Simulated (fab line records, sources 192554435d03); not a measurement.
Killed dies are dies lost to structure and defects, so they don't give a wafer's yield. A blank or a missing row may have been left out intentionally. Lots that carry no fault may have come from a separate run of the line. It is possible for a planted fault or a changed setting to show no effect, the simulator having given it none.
8D (eight disciplines) problem report, filled in by code	flow n5Finfet	the parts of the form that need people (team, actions taken, sign-off) are left out

1. PROBLEM STATEMENT
Wafers without a fault read 67 with a standard deviation of 22, while rawDefectCount at N5_BEOL_M7_INSPECT_58 averages 440 across 2 wafers of 1 lot. That puts it +17 standard deviations away from the usual mean.
The step: inspects for defects (darkfield).
Seen first at day 12 08:20 on defectInspect-02, wafer L178.1. At this step, 27 wafers from 9 lots have a number in the record. Rule for "out" (also "out of limits"): further than 4 standard deviations from the usual mean. The rest of the wafers with a number are treated as sound.

2. WHAT THIS IS AND IS NOT
question	is	is not
which readings at this step	rawDefectCount	-
which lots	L178	L172, L176, L182, L183, L186, L188, L190, L191
which wafers of those lots	L178.1, L178.6	L178.3
read on which gauges	defectInspect-02	defectInspect-01
when	from day 12 08:20	up to then (7 sound wafers); but 18 sound wafers of L182, L183, L186, L188, L190, L191 came after

3. SUSPECTS, AND WHAT RULES EACH OUT
Counting: a tool at a process step up to the reading stays a suspect if it ran every lot that is out. Sound lots after the first of them don't rule it out here, since some wafers of a struck lot are sound.
- the gauge at N5_BEOL_M7_INSPECT_58 is ruled out. All the wafers that are out were read on defectInspect-02, but those of them that N5_BEOL_M8_INSPECT_30 has rows for are out there too, on other tools.
- rieDiel-03 at N5_BEOL_M7_ETCH_66 (etches SOC in N2/H2, target depth 80 nm, overetch 16 nm, time 120 s): kept. It ran the lot that is out, L178 (day 12 05:32).
- rieDiel-03 at N5_BEOL_M7_STRIP_36 (strips in N2/H2): kept. It ran the lot that is out, L178 (day 12 05:41).
- rtpAnneal-01 at N5_BEOL_M7_ANNEAL_51 (time 90 s): kept. The lot that is out, L178, ran on it at day 12 07:35; the last sound lot it ran before that was L172, at day 11 04:33.
- cmp-02 at N5_BEOL_M7_CMP_52 (polishes, stops on SiCOH lowk, t overpolish 6.9 s, target thk 80 nm): kept. The lot that is out, L178, ran on it at day 12 07:53; the last sound lot it ran before that was L176, at day 12 02:53.
- Within rieDiel-03 at N5_BEOL_M7_ETCH_66: the wafers that are out ran in chambers 0, 2; their sound lot-mates ran in chamber 3.
- Within rieDiel-03 at N5_BEOL_M7_STRIP_36: the wafers that are out ran in chambers 0, 2; their sound lot-mates ran in chamber 3.
- Within cmp-02 at N5_BEOL_M7_CMP_52: the wafers that are out ran in chamber 0; their sound lot-mates ran in chamber 3.
Left after counting: rieDiel-03 at N5_BEOL_M7_ETCH_66, rieDiel-03 at N5_BEOL_M7_STRIP_36, rtpAnneal-01 at N5_BEOL_M7_ANNEAL_51, cmp-02 at N5_BEOL_M7_CMP_52.

4. THE CAUSE (what the simulator had put in)
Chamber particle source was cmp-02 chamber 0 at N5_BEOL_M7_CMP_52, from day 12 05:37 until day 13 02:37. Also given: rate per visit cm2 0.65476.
4 suspects survive the count, and this tool is in that group.

5. SEQUENCE OF EFFECTS, ordered by route
Each row: a reading where the mean over the struck wafers with a number is more than 3 standard deviations away from the usual. Scope: only readings with a usual standard deviation given in the record; hours: median across lots of the time from each lot's start at the first step in this table that gives one to its start at this step; sigmas: change in usual standard deviations.
hours	step	reading	usual	on struck wafers	change	sigmas
0	N5_BEOL_M7_INSPECT_58	rawDefectCount	67	440	+372	+17
1	N5_BEOL_M8_INSPECT_13	rawDefectCount	389	790	+401	+4.5
3	N5_BEOL_M8_INSPECT_30	rawDefectCount	389	804	+415	+4.7
73	N5_PASSIVATION_PROBE_49	defectLimitedYield	91.1 %	65.4	-25.7	-18
73	N5_PASSIVATION_PROBE_49	killed_at_M4_up	13	317	+304	+52
73	N5_PASSIVATION_PROBE_49	killedDies	104	408	+304	+18
73	N5_PASSIVATION_PROBE_49	killedOnRim	14	45	+31	+7.9
73	N5_PASSIVATION_PROBE_49	sort_bin_5_function	5.2 %	19.9	+14.7	+15
73	N5_PASSIVATION_PROBE_49	sort_bin_6_memory	3.3 %	12.5	+9.2	+16
73	N5_PASSIVATION_PROBE_49	sortNPass	1075	772	-303	-18
It contains these process steps:
- N5_PASSIVATION_PROBE_49

6. WHAT WOULD HAVE CAUGHT IT SOONER
The first out-of-limits reading at a measuring or inspecting step in this record came at day 12 08:20, 3 hours after the fault's start at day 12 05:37.
An alarm limit of 4 standard deviations would not have fired on the tool readings at N5_BEOL_M7_CMP_52 for which the record gives a usual standard deviation, since none of them was out on any struck wafer.
Lots out: 1; all had begun N5_BEOL_M7_CMP_52 on cmp-02 by day 12 08:20. None of them would have been spared by holding the tool at that moment.
